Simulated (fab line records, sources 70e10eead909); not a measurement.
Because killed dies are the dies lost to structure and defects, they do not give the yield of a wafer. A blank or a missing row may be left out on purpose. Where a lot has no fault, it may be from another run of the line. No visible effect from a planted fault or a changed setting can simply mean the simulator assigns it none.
Chamber matching / flow nandHarc / 4 sister chambers for NHARC_P_M0_STRIP_18 on rieDiel-11
The step strips in N2/H2. 18 wafers are shown with their chamber, then 9 later ones without.

WAFERS WITH THEIR CHAMBER
wafer=L075.2; chamber=0; drypumpMotorCurrentA (A)=5.7; oesProductAu (a.u.)=0.992; rfVppV (V)=89.7
wafer=L075.3; chamber=3; drypumpMotorCurrentA (A)=6.4; oesProductAu (a.u.)=0.995; rfVppV (V)=89.8
wafer=L075.5; chamber=1; drypumpMotorCurrentA (A)=5.5; oesProductAu (a.u.)=0.999; rfVppV (V)=91.0
wafer=L076.2; chamber=1; drypumpMotorCurrentA (A)=5.5; oesProductAu (a.u.)=0.999; rfVppV (V)=92.1
wafer=L076.5; chamber=2; drypumpMotorCurrentA (A)=5.7; oesProductAu (a.u.)=0.999; rfVppV (V)=90.5
wafer=L076.6; chamber=1; drypumpMotorCurrentA (A)=5.5; oesProductAu (a.u.)=0.993; rfVppV (V)=91.7
wafer=L077.2; chamber=1; drypumpMotorCurrentA (A)=5.5; oesProductAu (a.u.)=0.993; rfVppV (V)=92.3
wafer=L077.3; chamber=0; drypumpMotorCurrentA (A)=5.7; oesProductAu (a.u.)=0.996; rfVppV (V)=90.6
wafer=L077.5; chamber=3; drypumpMotorCurrentA (A)=6.4; oesProductAu (a.u.)=0.986; rfVppV (V)=90.6
wafer=L078.2; chamber=2; drypumpMotorCurrentA (A)=5.9; oesProductAu (a.u.)=1.006; rfVppV (V)=90.2
wafer=L078.3; chamber=1; drypumpMotorCurrentA (A)=5.5; oesProductAu (a.u.)=1.002; rfVppV (V)=91.1
wafer=L078.6; chamber=1; drypumpMotorCurrentA (A)=5.5; oesProductAu (a.u.)=0.996; rfVppV (V)=91.9
wafer=L081.1; chamber=2; drypumpMotorCurrentA (A)=5.9; oesProductAu (a.u.)=1.005; rfVppV (V)=90.5
wafer=L081.4; chamber=0; drypumpMotorCurrentA (A)=5.7; oesProductAu (a.u.)=0.990; rfVppV (V)=90.5
wafer=L081.6; chamber=1; drypumpMotorCurrentA (A)=5.5; oesProductAu (a.u.)=0.998; rfVppV (V)=92.7
wafer=L082.2; chamber=3; drypumpMotorCurrentA (A)=6.4; oesProductAu (a.u.)=1.000; rfVppV (V)=92.5
wafer=L082.3; chamber=0; drypumpMotorCurrentA (A)=5.7; oesProductAu (a.u.)=0.994; rfVppV (V)=89.9
wafer=L082.4; chamber=1; drypumpMotorCurrentA (A)=5.5; oesProductAu (a.u.)=0.999; rfVppV (V)=90.8

SIGNATURES (means of the wafers above)
reading=drypumpMotorCurrentA; chamber 0=5.700; chamber 1=5.500; chamber 2=5.833; chamber 3=6.400; scatter within a chamber=0.0436
reading=oesProductAu; chamber 0=0.99300; chamber 1=0.99738; chamber 2=1.00333; chamber 3=0.99367; scatter within a chamber=0.00396
reading=rfVppV; chamber 0=90.175; chamber 1=91.700; chamber 2=90.400; chamber 3=90.967; scatter within a chamber=0.742
Rule: a wafer lies at a distance from a chamber equal to the root of the sum of squares, over the readings, of (its reading less the chamber's mean, divided by the reading's scatter). The wafer belongs to the nearest chamber; if the next one is less than 2 further off, it can't be placed. The scatter: the root of (the sum of the squares of (reading less its chamber's mean) over the shown wafers, divided by (wafers less chambers)).

WAFERS WITHOUT THEIR CHAMBER
wafer=L086.3; drypumpMotorCurrentA (A)=5.7; oesProductAu (a.u.)=0.996; rfVppV (V)=91.8
wafer=L086.5; drypumpMotorCurrentA (A)=5.9; oesProductAu (a.u.)=1.005; rfVppV (V)=90.0
wafer=L086.6; drypumpMotorCurrentA (A)=6.4; oesProductAu (a.u.)=1.010; rfVppV (V)=92.1
wafer=L093.1; drypumpMotorCurrentA (A)=6.4; oesProductAu (a.u.)=1.005; rfVppV (V)=90.0
wafer=L093.4; drypumpMotorCurrentA (A)=5.7; oesProductAu (a.u.)=0.990; rfVppV (V)=90.6
wafer=L093.5; drypumpMotorCurrentA (A)=5.5; oesProductAu (a.u.)=0.985; rfVppV (V)=92.9
wafer=L096.1; drypumpMotorCurrentA (A)=5.8; oesProductAu (a.u.)=0.997; rfVppV (V)=89.5
wafer=L096.5; drypumpMotorCurrentA (A)=5.8; oesProductAu (a.u.)=1.002; rfVppV (V)=91.1
wafer=L096.6; drypumpMotorCurrentA (A)=5.5; oesProductAu (a.u.)=0.998; rfVppV (V)=90.5

WHICH CHAMBER EACH ONE RAN IN
wafer=L086.3; from the rows above=can't be placed: 0 or 2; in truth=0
wafer=L086.5; from the rows above=2; in truth=2
wafer=L086.6; from the rows above=3; in truth=3
wafer=L093.1; from the rows above=3; in truth=3
wafer=L093.4; from the rows above=0; in truth=0
wafer=L093.5; from the rows above=1; in truth=1
wafer=L096.1; from the rows above=can't be placed: 2 or 0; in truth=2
wafer=L096.5; from the rows above=2; in truth=2
wafer=L096.6; from the rows above=1; in truth=1
Correct placement for 7 of the 9. These rows do not allow placing 2 (true chamber among the candidates in 2). 0 placed wrongly.
